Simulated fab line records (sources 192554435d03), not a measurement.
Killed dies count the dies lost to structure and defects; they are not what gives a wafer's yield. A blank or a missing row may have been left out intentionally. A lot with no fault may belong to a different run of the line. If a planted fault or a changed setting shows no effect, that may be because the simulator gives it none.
Which tool is to blame? | flow n5_finfet | 11 lots with 27 wafers sampled at 4 steps, on a route of 1938 steps

## WHAT THE GAUGES SHOWED, per wafer
N5_BEOL_M4_RC_MEAS_101.
lot  | measured     | on        | RS_NWELL (ohm/sq)
L508 | day 8 20:34  | prober-02 | 1038 1027 1032
L511 | day 9 22:57  | prober-02 | 1053 1049 1042
L514 | day 10 08:36 | prober-02 | 1965
L515 | day 10 17:46 | prober-02 | 1926
L516 | day 10 22:29 | prober-01 | 1926
L519 | day 11 22:43 | prober-01 | 1037 1029 1036
L520 | day 12 07:16 | prober-01 | 1022 1027 1038
L525 | day 12 23:07 | prober-02 | 1031 1033 1037
L526 | day 13 12:44 | prober-02 | 1033 1035 1039
L527 | day 13 12:33 | prober-01 | 1036 1041 1024
L530 | day 15 19:44 | prober-01 | 1027 1031 1026

## EACH LOT AND THE TOOL THAT RAN IT (in order: tool; ch and the chambers of the sampled wafers; start)
lot  | N5_MOL_CONTACT_COAG_ALD_20          | N5_MOL_CONTACT_COAG_PRE_CLEAN_142 | N5_MOL_CONTACT_COAG_CMP_23
L508 | ald_metal-03 ch 0,1, day 5 00:08    | pvd_sputter-01, day 5 04:07       | cmp-02 ch 0,1,2, day 5 04:22
L511 | ald_metal-02 ch 0,1,2, day 5 14:49  | pvd_sputter-03, day 5 19:22       | cmp-03 ch 1,2, day 5 19:38
L514 | ald_metal-03 ch 1, day 6 12:02      | pvd_sputter-03, day 6 16:31       | cmp-03 ch 0, day 6 16:50
L515 | ald_metal-01 ch 1, day 6 19:00      | pvd_sputter-03, day 6 23:09       | cmp-03 ch 0, day 6 23:26
L516 | ald_metal-03 ch 1, day 6 23:08      | pvd_sputter-02, day 7 05:27       | cmp-03 ch 0, day 7 05:49
L519 | ald_metal-03 ch 1,3, day 7 18:25    | pvd_sputter-03, day 7 23:00       | cmp-02 ch 1,2, day 7 23:14
L520 | ald_metal-01 ch 1,2,3, day 8 05:31  | pvd_sputter-01, day 8 11:26       | cmp-04 ch 0,1, day 8 11:40
L525 | ald_metal-03 ch 0,1,3, day 9 07:31  | pvd_sputter-01, day 9 10:45       | cmp-02 ch 0,1,3, day 9 11:04
L526 | ald_metal-02 ch 1,3, day 9 09:15    | pvd_sputter-03, day 9 13:22       | cmp-02 ch 0,1,2, day 9 13:38
L527 | ald_metal-03 ch 0,3, day 9 15:49    | pvd_sputter-01, day 9 18:50       | cmp-04 ch 2,3, day 9 19:11
L530 | ald_metal-02 ch 1,2,3, day 10 11:58 | pvd_sputter-03, day 10 16:18      | cmp-04 ch 0,1,2, day 10 17:02
- N5_MOL_CONTACT_COAG_ALD_20: deposits TiN, target thk 1.5 nm, pulse time 1 s, purge time 3 s.
- N5_MOL_CONTACT_COAG_PRE_CLEAN_142: time 60 s.
- N5_MOL_CONTACT_COAG_CMP_23: polishes, stops on SiO2, t overpolish 1.5 s, target thk 0 nm.

## THE ANSWER, worked out from the rows above alone
Rule: the usual values come from the lots themselves. Put in order of their means at a reading, lots are off if they are a third of the lots or fewer, leave a main group of 4 or more, and stand apart from it by a gap of 3 or more times the standard deviation of the main group's means; of several such gaps the widest counts. The tables above print the reading to a certain number of digits; a main group whose means all agree to those digits is not used. A lot without any number at a reading at which 4 lots or more have one is off too. Any other lot the step has rows for is counted as sound.
Off: L514, L515, L516, at N5_BEOL_M4_RC_MEAS_101 (RS_NWELL). For the main group the mean is 1034 ohm/sq and the standard deviation 5.7.
A tool fits if, at a process step before that reading, it ran every lot that is off, and no sound lot after the first of them. The gauges at N5_BEOL_M4_RC_MEAS_101 are tried like those tools. One fits: cmp-03 at N5_MOL_CONTACT_COAG_CMP_23. Its last sound lot is L511 (day 5 19:38), its first lot that is off L514 (day 6 16:50): a fault that began between those two fits.

## WHAT THE SIMULATOR PUT IN
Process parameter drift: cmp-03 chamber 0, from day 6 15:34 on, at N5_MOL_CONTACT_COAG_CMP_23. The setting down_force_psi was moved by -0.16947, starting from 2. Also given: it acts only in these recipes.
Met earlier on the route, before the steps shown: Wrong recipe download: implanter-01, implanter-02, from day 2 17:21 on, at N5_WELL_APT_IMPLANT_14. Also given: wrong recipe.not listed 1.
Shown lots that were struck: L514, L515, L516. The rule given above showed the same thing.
